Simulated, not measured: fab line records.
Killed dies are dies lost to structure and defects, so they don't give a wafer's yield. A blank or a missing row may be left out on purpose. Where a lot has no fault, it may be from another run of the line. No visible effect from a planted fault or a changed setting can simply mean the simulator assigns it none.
fab line records | flow nandHarc
record: lots: 12 | wafers: 36 | lastDay: 24
route steps=1159 shown A_CONTACT@935 END@1159
lots untouched by any fault: they come from a run of this same line in which no faults occurred
startH: hours from the record's opening day to when the first of the lot's shown wafers began | waitH: hours from the lot's prior step to this one | " repeats the value in the row above | L1.1+2: a single row standing in for several wafers | - no value, or no start was given | * or withheld: withheld | < > ~ a bound
route shown NAME@n: names a module that has steps shown in the file, with the first one's number in the route | usual: mean and standard deviation over wafers with no fault | same: alike in all rows | chamber/n: place in a boat | sites: readings site by site | _std_site: the standard deviation of these | _edge_site: inner sites' mean taken away from outer sites' mean | radiusMm: for every site, how far away it sits from the centre of the wafer | mask NAME#n: copy n | behind: the tool/chamber that last shaped the wafer | hold: why the lot was held/for how many hours/how that ended | device: names the non-switching transistor (n, p or np) | end of line: the tests these same wafers got at the end of their route | where a step has no rows: the recipe by itself | killed: the dies lost at the first sort to structure and to defects; this is not the yield of the wafer | map: dies across one wafer; x = killed, . = not, _ = none there
set.NAME: the setting the step ran with; set.NAME@STEP: the setting that earlier step ran with | model.NAME: the simulator's own value behind a step, which no gauge read
steps of the route over a sample of lots; a table a step, a row a wafer
services: from which hour (startH, from the record's first day; less than 0 if before it) a tool's chamber was out of use, for how many hours, and why
== steps ==
step: NHARC_A_CONTACT_CD_MEAS_08
recipe: targetCdNm: 100 | landingEnergyEv: 500
usual: cdNm: 99.9/0.41
lot.wafer | tool     | chamber | startH | waitH | cdNm
L297.4    | cdSem-01 | 0       | 390.80 | -     | 100.2
L297.5    | "        | 0       | "      | "     | 99.9
L297.6    | "        | 0       | "      | "     | 99.7
L301.2    | cdSem-02 | 0       | 393.15 | -     | 100.3
L301.5    | "        | 0       | "      | "     | 100.1
L301.6    | "        | 0       | "      | "     | 99.8
L298.3    | cdSem-01 | 0       | 395.02 | -     | 100.3
L298.5    | "        | 0       | "      | "     | 99.6
L298.6    | "        | 0       | "      | "     | 100.1
L299.1    | cdSem-03 | 0       | 401.73 | -     | 100.3
L299.4    | "        | 0       | "      | "     | 99.4
L299.6    | "        | 0       | "      | "     | 100.2
L300.1    | cdSem-01 | 0       | 410.47 | -     | 100.0
L300.3    | "        | 0       | "      | "     | 99.8
L300.5    | "        | 0       | "      | "     | 99.5
L302.1    | cdSem-03 | 0       | 415.55 | -     | 99.3
L302.2    | "        | 0       | "      | "     | 99.2
L302.6    | "        | 0       | "      | "     | 99.5
L304.3    | cdSem-01 | 0       | 423.14 | -     | 100.8
L304.4    | "        | 0       | "      | "     | 100.2
L304.6    | "        | 0       | "      | "     | 100.4
L306.2    | cdSem-02 | 0       | 443.29 | -     | 99.4
L306.4    | "        | 0       | "      | "     | 99.6
L306.5    | "        | 0       | "      | "     | 99.4
L316.1    | cdSem-02 | 0       | 497.16 | -     | 99.8
L316.2    | "        | 0       | "      | "     | 100.0
L316.3    | "        | 0       | "      | "     | 98.8
L314.2    | cdSem-02 | 0       | 502.92 | -     | 100.1
L314.4    | "        | 0       | "      | "     | 100.1
L314.6    | "        | 0       | "      | "     | 100.1
L318.2    | cdSem-02 | 0       | 504.95 | -     | 99.8
L318.4    | "        | 0       | "      | "     | 99.4
L318.6    | "        | 0       | "      | "     | 99.5
L319.2    | cdSem-03 | 0       | 520.50 | -     | 99.8
L319.3    | "        | 0       | "      | "     | 99.8
L319.5    | "        | 0       | "      | "     | 100.7
step: NHARC_A_CONTACT_ETCH_31
recipe: targetDepthA: 20000 | overEtchFrac: 0.3 | timeS: 520 | ionEnergyEv: 150 | o2FlowSccm: 400 | cosFlowSccm: 20 | arFlowSccm: 0 | rfW: 500 | biasW: 300 | chemistry: O2/COS
usual: drypumpMotorCurrentA: 5.7/0.38 | oesProductAu: 1.001/0.0092 | rfVppV: 314.5/1.9 | showerheadPlenumPTorr: 3.15/0.11 | throttleValvePct: 28.330/0.0098
lot.wafer | tool       | chamber | startH | waitH | drypumpMotorCurrentA | oesProductAu | rfHoursCounterH | rfVppV | showerheadPlenumPTorr | throttleValvePct
L297.4    | rieDiel-03 | 0       | -      | -     | 5.4                  | 1.006        | 29              | 313.0  | 2.94                  | 28.314
L297.5    | "          | 0       | "      | "     | 5.4                  | 1.008        | -               | 311.8  | 2.94                  | 28.344
L297.6    | "          | 1       | "      | "     | 5.6                  | 1.002        | -               | 316.3  | 3.31                  | 28.341
L301.2    | rieDiel-04 | 0       | -      | -     | 6.0                  | 1.016        | 40              | 313.8  | 3.17                  | 28.316
L301.6    | "          | 3       | "      | "     | 6.2                  | 1.005        | -               | 314.3  | 3.13                  | 28.329
L301.5    | "          | 0       | "      | "     | 5.9                  | 1.024        | -               | 314.8  | 3.17                  | 28.327
L298.3    | rieDiel-11 | 0       | -      | -     | 5.3                  | 1.015        | 5               | 314.7  | 3.10                  | 28.340
L298.6    | "          | 1       | "      | "     | 5.5                  | 1.007        | -               | 313.8  | 3.17                  | 28.328
L298.5    | "          | 2       | "      | "     | 6.0                  | 1.011        | -               | 317.9  | 3.31                  | 28.319
L299.4    | rieDiel-04 | 1       | -      | -     | 5.0                  | 1.000        | 42              | 312.2  | 3.07                  | 28.344
L299.1    | "          | 0       | "      | "     | 6.0                  | 1.006        | 41              | 312.9  | 3.17                  | 28.313
L299.6    | "          | 2       | "      | "     | 5.7                  | 1.000        | -               | 312.8  | 3.03                  | 28.339
L300.3    | rieDiel-04 | 3       | -      | -     | 6.1                  | 1.000        | 48              | 313.6  | 3.12                  | 28.342
L300.1    | "          | 0       | "      | "     | 6.0                  | 1.004        | 49              | 313.7  | 3.17                  | 28.330
L300.5    | "          | 2       | "      | "     | 5.6                  | 1.005        | -               | 312.3  | 3.02                  | 28.319
L302.2    | rieDiel-03 | 0       | -      | -     | 5.4                  | 1.002        | 3               | 310.9  | 2.94                  | 28.332
L302.1    | "          | 2       | "      | "     | 5.4                  | 0.993        | 3               | 315.5  | 3.22                  | 28.326
L302.6    | "          | 3       | "      | "     | 6.4                  | 0.993        | -               | 315.7  | 3.22                  | 28.310
L304.3    | rieDiel-04 | 1       | -      | -     | 5.0                  | 1.000        | 54              | 313.1  | 3.06                  | 28.344
L304.4    | "          | 2       | "      | "     | 5.7                  | 1.011        | 53              | 313.9  | 3.02                  | 28.314
L304.6    | "          | 0       | "      | "     | 6.0                  | 1.014        | -               | 314.4  | 3.17                  | 28.323
L306.2    | rieDiel-04 | 2       | -      | -     | 5.6                  | 1.009        | 62              | 312.4  | 3.02                  | 28.344
L306.5    | "          | 0       | "      | "     | 6.0                  | 1.019        | -               | 316.9  | 3.16                  | 28.328
L306.4    | "          | 2       | "      | "     | 5.6                  | 1.009        | -               | 312.6  | 3.02                  | 28.327
L316.3    | rieDiel-11 | 0       | -      | -     | 5.3                  | 1.004        | 45              | 314.0  | 3.08                  | 28.336
L316.2    | "          | 1       | "      | "     | 5.5                  | 1.012        | 43              | 315.3  | 3.15                  | 28.326
L316.1    | "          | 3       | "      | "     | 5.9                  | 1.004        | 43              | 314.1  | 3.16                  | 28.312
L314.2    | rieDiel-03 | 2       | -      | -     | 5.4                  | 0.993        | 17              | 314.9  | 3.22                  | 28.336
L314.4    | "          | 1       | "      | "     | 5.5                  | 0.998        | 15              | 316.2  | 3.31                  | 28.319
L314.6    | "          | 2       | "      | "     | 5.4                  | 0.979        | -               | 315.5  | 3.22                  | 28.316
L318.2    | rieDiel-03 | 1       | -      | -     | 5.6                  | 0.994        | 15              | 315.6  | 3.31                  | 28.324
L318.4    | "          | 2       | "      | "     | 5.4                  | 0.989        | 17              | 316.7  | 3.22                  | 28.339
L318.6    | "          | 0       | "      | "     | 5.4                  | 0.997        | -               | 310.5  | 2.93                  | 28.318
L319.2    | rieDiel-03 | 0       | -      | -     | 5.4                  | 1.000        | 23              | 312.0  | 2.93                  | 28.332
L319.3    | "          | 1       | "      | "     | 5.5                  | 1.000        | 19              | 317.9  | 3.30                  | 28.332
L319.5    | "          | 1       | "      | "     | 5.5                  | 1.014        | -               | 316.3  | 3.31                  | 28.325
step: NHARC_A_CONTACT_ETCH_136
recipe: sourceW: withheld | pressureMtorr: 20 | biasV: 3000 | timeS: 132 | targetDepthA: 12870 | arFlowSccm: withheld | c4f8FlowSccm: withheld | o2FlowSccm: withheld | chemistry: C4F8/O2/Ar
lot.wafer | tool          | chamber | startH | waitH | rfHoursCounterH
L297.4    | harCapEtch-03 | 0       | 392.35 | 0.1   | -
L297.5    | "             | 1       | "      | "     | -
L297.6    | "             | 0       | "      | "     | -
L301.2    | harCapEtch-01 | 0       | 394.70 | 0.1   | 61
L301.6    | "             | 1       | "      | "     | -
L301.5    | "             | 0       | "      | "     | -
L298.3    | harCapEtch-02 | 1       | 396.74 | 0.1   | -
L298.6    | "             | 0       | "      | "     | -
L298.5    | "             | 1       | "      | "     | -
L299.1    | harCapEtch-02 | 1       | 403.32 | 0.1   | 15
L299.4    | "             | 0       | "      | "     | -
L299.6    | "             | 0       | "      | "     | -
L300.1    | harCapEtch-01 | 1       | 414.91 | 0.1   | 64
L300.3    | "             | 1       | "      | "     | -
L300.5    | "             | 1       | "      | "     | -
L302.1    | harCapEtch-03 | 1       | 417.49 | 0.1   | 88
L302.2    | "             | 0       | "      | "     | 88
L302.6    | "             | 0       | "      | "     | -
L304.4    | harCapEtch-01 | 1       | 424.68 | 0.1   | -
L304.3    | "             | 0       | "      | "     | -
L304.6    | "             | 0       | "      | "     | -
L306.2    | harCapEtch-01 | 0       | 445.12 | 0.1   | 69
L306.4    | "             | 1       | "      | "     | -
L306.5    | "             | 1       | "      | "     | -
L316.1    | harCapEtch-03 | 0       | 498.66 | 0.1   | 103
L316.2    | "             | 1       | "      | "     | 103
L316.3    | "             | 0       | "      | "     | -
L314.2    | harCapEtch-03 | 0       | 504.43 | 0.1   | 104
L314.4    | "             | 0       | "      | "     | -
L314.6    | "             | 1       | "      | "     | -
L318.2    | harCapEtch-02 | 0       | 506.51 | 0.1   | 32
L318.4    | "             | 0       | "      | "     | -
L318.6    | "             | 1       | "      | "     | -
L319.2    | harCapEtch-03 | 0       | 522.00 | 0.1   | 108
L319.3    | "             | 1       | "      | "     | -
L319.5    | "             | 0       | "      | "     | -
step: NHARC_A_CONTACT_CVD_19
recipe: targetThkA: 3000 | tempC: 300 | pressureTorr: 40 | wf6FlowSccm: 40 | h2FlowSccm: 1600 | arFlowSccm: 1560 | timeS: 802 | material: W
usual: heaterPowerW: 502/63 | throttleValvePct: 7.86/0.19
lot.wafer | tool    | chamber | startH | waitH | heaterPowerW | throttleValvePct
L297.4    | cvdW-01 | 1       | 397.80 | -     | 528          | 8.00
L297.5    | "       | 1       | "      | "     | 535          | 8.14
L297.6    | "       | 0       | "      | "     | 587          | 7.80
L301.2    | cvdW-01 | 1       | 402.14 | -     | 521          | 8.00
L301.6    | "       | 0       | "      | "     | 577          | 7.73
L301.5    | "       | 1       | "      | "     | 540          | 8.04
L298.3    | cvdW-01 | 0       | 403.01 | -     | 586          | 7.99
L298.6    | "       | 0       | "      | "     | 592          | 7.99
L298.5    | "       | 1       | "      | "     | 531          | 8.16
L299.1    | cvdW-02 | 0       | 405.55 | 0.3   | 451          | 7.69
L299.4    | "       | 1       | "      | "     | 438          | 7.43
L299.6    | "       | 1       | "      | "     | 433          | 7.25
L300.1    | cvdW-01 | 0       | 417.10 | -     | 592          | 7.80
L300.3    | "       | 0       | "      | "     | 591          | 7.88
L300.5    | "       | 1       | "      | "     | 552          | 8.15
L302.1    | cvdW-02 | 1       | 423.18 | -     | 424          | 7.52
L302.2    | "       | 0       | "      | "     | 467          | 7.89
L302.6    | "       | 1       | "      | "     | 433          | 7.45
L302.1    | cvdW-02 | 1       | 430.00 | 6.7   | 426          | 7.66
L302.2    | "       | 0       | "      | "     | 468          | 7.72
L302.6    | "       | 1       | "      | "     | 429          | 7.65
L304.4    | cvdW-01 | 1       | 427.85 | -     | 525          | 8.10
L304.3    | "       | 0       | "      | "     | 584          | 8.04
L304.6    | "       | 0       | "      | "     | 585          | 7.54
L304.4    | cvdW-01 | 1       | 428.84 | 0.9   | 548          | 8.09
L304.3    | "       | 0       | "      | "     | 586          | 7.94
L304.6    | "       | 0       | "      | "     | 590          | 8.21
L306.2    | cvdW-01 | 1       | 457.49 | -     | 534          | 8.26
L306.4    | "       | 1       | "      | "     | 543          | 8.12
L306.5    | "       | 0       | "      | "     | 589          | 8.08
L316.2    | cvdW-01 | 0       | 501.47 | -     | 590          | 7.88
L316.1    | "       | 1       | "      | "     | 553          | 7.97
L316.3    | "       | 0       | "      | "     | 607          | 8.02
L314.2    | cvdW-02 | 0       | 506.72 | -     | 469          | 7.80
L314.4    | "       | 1       | "      | "     | 427          | 7.69
L314.6    | "       | 0       | "      | "     | 466          | 7.75
L318.2    | cvdW-01 | 1       | 508.94 | -     | 559          | 7.88
L318.4    | "       | 1       | "      | "     | 569          | 7.76
L318.6    | "       | 1       | "      | "     | 558          | 7.80
L319.2    | cvdW-01 | 0       | 526.66 | -     | 604          | 7.99
L319.3    | "       | 1       | "      | "     | 552          | 8.21
L319.5    | "       | 1       | "      | "     | 563          | 7.63
step: NHARC_A_CONTACT_CMP_20
recipe: tOverpolishS: 30 | targetThkNm: 300
usual: motorCurrentA: 12.1/1.3 | overpolishRunS: 30.000/0.0085 | timeToEndpointS: 59.6/2.4
same: tOverpolishS: 30
lot.wafer | tool   | chamber | startH | waitH | motorCurrentA | overpolishRunS | timeToEndpointS
L297.4    | cmp-01 | 1       | 398.48 | 0.5   | 12.9          | 30.002         | 58.6
L297.5    | "      | 0       | "      | "     | 10.2          | 30.001         | 58.9
L297.6    | "      | 1       | "      | "     | 13.7          | 30.013         | 57.8
L301.2    | cmp-02 | 3       | 403.05 | 0.8   | 11.8          | 30.003         | 65.4
L301.5    | "      | 3       | "      | "     | 12.0          | 30.005         | 60.5
L301.6    | "      | 0       | "      | "     | 13.2          | 30.010         | 61.6
L298.3    | cmp-01 | 0       | 403.69 | 0.6   | 10.5          | 29.999         | 59.9
L298.5    | "      | 3       | "      | "     | 11.3          | 30.002         | 59.4
L298.6    | "      | 0       | "      | "     | 10.3          | 29.992         | 58.4
L299.4    | cmp-02 | 3       | 406.46 | 0.4   | 11.9          | 30.004         | 66.8
L299.1    | "      | 1       | "      | "     | 14.3          | 30.002         | 64.1
L299.6    | "      | 3       | "      | "     | 10.7          | 30.015         | 62.6
L300.1    | cmp-04 | 0       | 418.00 | 0.8   | 11.3          | 30.006         | 60.0
L300.3    | "      | 1       | "      | "     | 11.2          | 29.985         | 60.5
L300.5    | "      | 0       | "      | "     | 11.7          | 30.007         | 58.5
L304.4    | cmp-01 | 0       | 429.61 | 0.6   | 10.3          | 29.999         | 115.6
L304.3    | "      | 1       | "      | "     | 13.7          | 29.991         | 114.6
L304.6    | "      | 0       | "      | "     | 9.9           | 29.985         | 116.1
L302.2    | cmp-04 | 1       | 431.20 | 0.9   | 10.9          | 30.000         | 122.6
L302.1    | "      | 2       | "      | "     | 11.0          | 29.981         | 118.9
L302.6    | "      | 3       | "      | "     | 13.2          | 30.005         | 121.2
L306.4    | cmp-02 | 3       | 458.29 | 0.4   | 11.8          | 30.008         | 63.6
L306.2    | "      | 0       | "      | "     | 12.8          | 29.992         | 58.1
L306.5    | "      | 1       | "      | "     | 15.0          | 29.989         | 58.2
L316.2    | cmp-04 | 1       | 502.36 | 0.8   | 11.0          | 29.998         | 63.3
L316.3    | "      | 3       | "      | "     | 13.2          | 29.995         | 63.4
L316.1    | "      | 0       | "      | "     | 11.8          | 30.001         | 61.5
L314.2    | cmp-01 | 0       | 507.64 | 0.8   | 10.2          | 30.007         | 59.3
L314.4    | "      | 2       | "      | "     | 12.0          | 29.988         | 59.5
L314.6    | "      | 0       | "      | "     | 10.2          | 30.021         | 57.9
L318.2    | cmp-04 | 0       | 509.82 | 0.8   | 11.4          | 29.996         | 59.4
L318.4    | "      | 2       | "      | "     | 10.9          | 29.989         | 58.3
L318.6    | "      | 1       | "      | "     | 11.6          | 30.010         | 58.9
L319.2    | cmp-02 | 0       | 527.43 | 0.6   | 13.3          | 29.992         | 61.6
L319.3    | "      | 2       | "      | "     | 12.3          | 30.004         | 65.4
L319.5    | "      | 0       | "      | "     | 13.2          | 30.006         | 60.9
step: NHARC_END_SORT_01
recipe: tempC: 25
usual: killedAtArray: 25/9.8 | killedAtOther: 0.8/1.1 | killedAtPeriphery: 3.3/2.1 | killedDies: 29/10 | killedOpen: 3.3/1.8 | killedShort: 1.9/1.4
same: grossDies: 677
lot.wafer | tool      | chamber | startH | waitH | killedAtArray | killedAtOther | killedAtPeriphery | killedDies | killedOpen | killedShort
L302.1    | prober-01 | 0       | 483.12 | 2.5   | 40            | 2             | 2                 | 44         | 3          | 2
L302.2    | prober-01 | 0       | 483.93 | 2.8   | 32            | 1             | 6                 | 39         | 5          | 2
L302.6    | prober-01 | 0       | 487.16 | 4.0   | 25            | 4             | 5                 | 34         | 2          | 2
killed by level:class
L302.1 A_CHANNEL_HOLE_D1:chamberFilmFlake=18 A_STAIRCASE:chamberFilmFlake=6 A_CONTACT:chamberFilmFlake=6 A_ZERO_WELL:chamberFilmFlake=4 P_GATE:geometricParticle:open=1 A_ONON_D1:geometricParticle:short=1 A_CHANNEL_HOLE_D1:geometricParticle:open=1 A_WL_FILL:geometricParticle:short=1
L302.2 A_CHANNEL_HOLE_D1:chamberFilmFlake=11 A_CONTACT:chamberFilmFlake=8 A_STAIRCASE:chamberFilmFlake=5 A_SGD_CUT:chamberFilmFlake=2 P_CONTACT:geometricParticle:open=1 P_M0:geometricParticle:open=1 A_CHANNEL_FILL_D1:geometricParticle:open=1 A_WL_FILL:geometricParticle:short=1
L302.6 A_CHANNEL_HOLE_D1:chamberFilmFlake=9 P_ZERO_WELL:chamberFilmFlake=4 A_STAIRCASE:chamberFilmFlake=4 HYBRID_BOND:chamberFilmFlake=3 A_CHANNEL_FILL_D1:chamberFilmFlake=2 A_SGD_CUT:chamberFilmFlake=2 A_SLIT:chamberFilmFlake=2 A_CONTACT:chamberFilmFlake=2
== services ==
tool          | chamber | startH | hours | kind
cmp-02        | -       | 371.34 | 2.2   | repair
rieDiel-03    | 0       | 371.55 | -     | clean
rieDiel-03    | 1       | 371.55 | -     | clean
rieDiel-03    | 2       | 371.55 | -     | clean
rieDiel-03    | 3       | 371.55 | -     | clean
rieDiel-04    | 0       | 371.90 | -     | clean
cmp-01        | -       | 375.50 | 4.0   | pm
cvdW-02       | -       | 377.86 | 13.0  | pm
rieDiel-11    | 2       | 399.95 | 2.8   | repair
cmp-04        | -       | 400.04 | 4.0   | pm
rieDiel-03    | 1       | 413.39 | 7.9   | repair
harCapEtch-01 | -       | 427.59 | 2.5   | repair
cmp-02        | -       | 440.17 | 4.0   | pm
cmp-01        | -       | 440.52 | 10.1  | repair
rieDiel-11    | 1       | 442.47 | 8.3   | repair
rieDiel-04    | -       | 466.06 | 9.0   | pm
cmp-01        | -       | 473.50 | 4.0   | pm
cvdW-01       | -       | 481.37 | 13.0  | pm
cvdW-01       | 0       | 481.37 | 13.0  | ventCycle
cvdW-01       | 1       | 481.37 | 13.0  | ventCycle
rieDiel-04    | -       | 491.98 | 0.2   | repair
cvdW-01       | 0       | 494.37 | -     | clean
cvdW-01       | 1       | 494.37 | -     | clean
cmp-04        | -       | 498.04 | 4.0   | pm
== key ==
firstSign: step: NHARC_A_CONTACT_CVD_19 | reading: visit | direction: added
effect: step: NHARC_A_CONTACT_CMP_20 | reading: timeToEndpointS | direction: up | sigmas: 24 | usual: * | struck: *
metAt NHARC_A_CONTACT_CVD_19
struckLots L302,L304
testerLeftOut L302,L304
notActingAt NHARC_A_CONTACT_CD_MEAS_08,NHARC_A_CONTACT_ETCH_31,NHARC_A_CONTACT_ETCH_136
fault: kind: repeatedStepWhole | tool: cvdW-01,cvdW-02 | chamber: - | onsetH: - | steps: NHARC_A_CONTACT_CVD_19 | times: 1 | scope: struckLotsOnly
testerLeftOut: of these lots the tester's yield and bins aren't shown, on N5 and GAA mostly nor the transistor test; their killed dies are dies lost to structure and defects alone, not to doping, threshold or leakage, so they don't give the yield
